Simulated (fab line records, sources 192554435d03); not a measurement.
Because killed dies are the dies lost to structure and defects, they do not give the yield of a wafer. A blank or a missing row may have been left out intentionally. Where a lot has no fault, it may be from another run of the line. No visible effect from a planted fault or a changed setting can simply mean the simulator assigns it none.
What tool caused it? ; flow n5Finfet ; Sampling: 10 lots, 30 wafers, 4 of 1938 route steps

WHAT EACH GAUGE READ, for each wafer
No reading from a measuring or inspecting step in the record can be judged against a usual standard deviation.

TOOL THAT RAN EACH LOT (tool first, then ch and the chambers of the sampled wafers, then the start)
lot;N5_BEOL_M4_CMP_52;N5_BEOL_M5_CURE_79;N5_BEOL_M5_ETCH_61;N5_BEOL_M5_STRIP_64
L953;cmp-02 ch 2,3, day 8 14:56;uvCure-03 ch 0, day 8 16:45;rieDiel-02 ch 1,2, day 9 20:30;rieDiel-02 ch 1,2, day 9 20:40
L958;cmp-02 ch 1,2, day 11 10:29;uvCure-03 ch 0, day 11 12:17;rieDiel-02 ch 0,1, day 11 13:55;rieDiel-02 ch 0,1, day 11 14:04
L959;cmp-01 ch 0,1, day 11 16:26;uvCure-02 ch 0, day 11 18:20;rieDiel-03 ch 0,3, day 11 21:47;rieDiel-03 ch 0,3, day 11 21:56
L964;cmp-04 ch 1,3, day 12 22:55;uvCure-02 ch 2, day 13 00:52;rieDiel-02 ch 2,3, day 13 03:12;rieDiel-02 ch 2,3, day 13 03:21
L966;cmp-02 ch 0,2,3, day 13 01:54;uvCure-02 ch 0, day 13 03:34;rieDiel-02 ch 0,3, day 13 04:40;rieDiel-02 ch 0,3, day 13 04:49
L968;cmp-01 ch 0,1, day 13 23:41;uvCure-02 ch 0, day 14 01:24;rieDiel-03 ch 2,3, day 14 03:04;rieDiel-03 ch 2,3, day 14 03:13
L969;cmp-02 ch 0,2,3, day 14 07:41;uvCure-02 ch 0, day 14 09:19;rieDiel-05 ch 1,2,3, day 14 12:04;rieDiel-05 ch 1,2,3, day 14 12:14
L972;cmp-04 ch 1,2, day 14 11:35;uvCure-01 ch 1, day 14 13:46;rieDiel-05 ch 1,2,3, day 14 15:42;rieDiel-05 ch 1,2,3, day 14 15:51
L975;cmp-01 ch 0,1,2, day 15 21:16;uvCure-01 ch 1, day 15 22:54;rieDiel-05 ch 0,1,3, day 16 01:27;rieDiel-05 ch 0,1,3, day 16 01:37
L976;cmp-01 ch 1,2,3, day 16 06:55;uvCure-02 ch 2, day 16 08:40;rieDiel-05 ch 0,1, day 16 10:00;rieDiel-05 ch 0,1, day 16 10:09
- N5_BEOL_M4_CMP_52: polishes, stops on SiOC, t overpolish 6.8 s, target thk 40 nm.
- N5_BEOL_M5_CURE_79: cures SiCOH lowk, time 240 s.
- N5_BEOL_M5_ETCH_61: etches SiARC in CF4, target depth 15.6 nm, time 26 s.
- N5_BEOL_M5_STRIP_64: strips in CF4.

WHAT THE TOOLS THEMSELVES READ (means of the sampled wafers that have a number; where no wafer has one, the mark that the record gives instead)
N5_BEOL_M4_CMP_52.
lot;tool;barrierFieldEndpointS (s);clearingPlatenRpm (rpm);motorCurrentA (A);overpolishRunS (s);timeToEndpointS (s)
L953;cmp-02;24.6;50.007;5.5;6.800;65.3
L958;cmp-02;24.5;49.974;6.0;6.801;61.7
L959;cmp-01;24.8;49.999;6.3;6.793;62.0
L964;cmp-04;23.9;49.975;6.4;6.795;59.8
L966;cmp-02;24.5;49.986;5.8;6.797;67.0
L968;cmp-01;24.1;49.989;6.4;6.813;60.2
L969;cmp-02;25.7;50.006;6.0;6.806;64.6
L972;cmp-04;24.0;50.047;6.2;6.802;60.2
L975;cmp-01;24.8;49.987;6.1;6.794;60.9
L976;cmp-01;24.4;50.015;6.1;6.795;62.1

N5_BEOL_M5_CURE_79.
lot;tool;lampPowerPct (%);wafer_temp_C_max
L953;uvCure-03;52.30;385.8
L958;uvCure-03;52.30;385.8
L959;uvCure-02;52.33;386.6
L964;uvCure-02;52.31;386.9
L966;uvCure-02;52.34;387.2
L968;uvCure-02;52.32;386.8
L969;uvCure-02;52.30;387.1
L972;uvCure-01;52.34;386.4
L975;uvCure-01;52.35;386.4
L976;uvCure-02;52.30;387.0

N5_BEOL_M5_ETCH_61.
lot;tool;drypumpMotorCurrentA (A);etchRfOnTimeS (s);oesProductAu (a.u.);rfFwdPowerW (W);rfVppV (V);showerheadPlenumPTorr (Torr);throttleValvePct (%)
L953;rieDiel-02;5.7;25.9;0.67;531.1;183.1;2.06;15.73
L958;rieDiel-02;5.3;25.6;0.70;530.9;183.9;2.09;15.70
L959;rieDiel-03;5.7;26.0;0.62;535.9;184.5;2.22;15.75
L964;rieDiel-02;6.0;19.0;0.79;531.6;183.0;2.06;15.63
L966;rieDiel-02;5.2;22.2;0.80;534.8;183.9;2.14;15.56
L968;rieDiel-03;5.5;26.2;0.58;535.0;184.1;2.14;15.84
L969;rieDiel-05;6.0;25.7;0.70;531.8;184.0;2.13;15.63
L972;rieDiel-05;6.0;25.7;0.69;533.9;183.6;2.13;15.63
L975;rieDiel-05;5.8;26.0;0.71;531.3;183.8;2.13;15.50
L976;rieDiel-05;5.7;26.2;0.76;531.9;184.0;2.13;15.21

N5_BEOL_M5_STRIP_64.
lot;tool;drypumpMotorCurrentA (A);oesProductAu (a.u.);rfFwdPowerW (W);rfVppV (V);showerheadPlenumPTorr (Torr);throttleValvePct (%)
L953;rieDiel-02;5.8;0.77;293.0;269.9;1.73;13.68
L958;rieDiel-02;5.3;0.81;293.8;270.7;1.75;13.67
L959;rieDiel-03;5.6;0.72;292.5;272.2;1.85;13.73
L964;rieDiel-02;6.0;0.74;292.4;269.4;1.73;13.62
L966;rieDiel-02;5.2;0.84;292.7;271.0;1.79;13.52
L968;rieDiel-03;5.6;0.68;292.6;271.0;1.79;13.82
L969;rieDiel-05;5.9;0.81;292.6;270.5;1.78;13.59
L972;rieDiel-05;6.0;0.80;291.9;271.2;1.78;13.59
L975;rieDiel-05;5.8;0.82;292.8;270.4;1.78;13.45
L976;rieDiel-05;5.6;0.89;293.7;271.5;1.78;13.16

THE ANSWER, worked out from the rows above alone
Rule: what is usual is taken from the lots themselves. Put in order of their means at a reading, lots are off if they are a third of the lots or fewer, leave a main group of 4 or more, and stand apart from it by a gap of 3 or more times the standard deviation of the main group's means; of several such gaps the widest counts. A main group is skipped when, at the precision printed for the reading in the tables above, its means are all equal. Also off: a lot with no number at a reading for which 4 or more lots have one. The other lots that the step has rows for count as sound. First the gauges in route order, then the tools' own readings, where a lot's mean is used as printed above. At the first step where some lot is off, the reading lying furthest off is the one used; lots without a number count as furthest.
Off at N5_BEOL_M5_ETCH_61 (etchRfOnTimeS): L964, L966. The main group has a mean of 25.9 s with a standard deviation of 0.21.
If a tool, at that step or one of the process steps before it, ran each lot that is off and ran no sound lot following the first of them, it fits. One fits: N5_BEOL_M5_ETCH_61 on rieDiel-02. Its last sound lot is L958 (day 11 13:55), its first lot that is off L964 (day 13 03:12): a fault that began between those two fits.
On the lots that are off, the tool's own readings at N5_BEOL_M5_ETCH_61 differ by more than 5 times the standard deviation of the sound lots' means, which bears it out; etchRfOnTimeS reads 20.6 s there versus 25.9 s on the sound lots.

WHAT HAD BEEN PUT IN BY THE SIMULATOR
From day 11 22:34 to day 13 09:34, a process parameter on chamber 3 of rieDiel-02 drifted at N5_BEOL_M5_ETCH_61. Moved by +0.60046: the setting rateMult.
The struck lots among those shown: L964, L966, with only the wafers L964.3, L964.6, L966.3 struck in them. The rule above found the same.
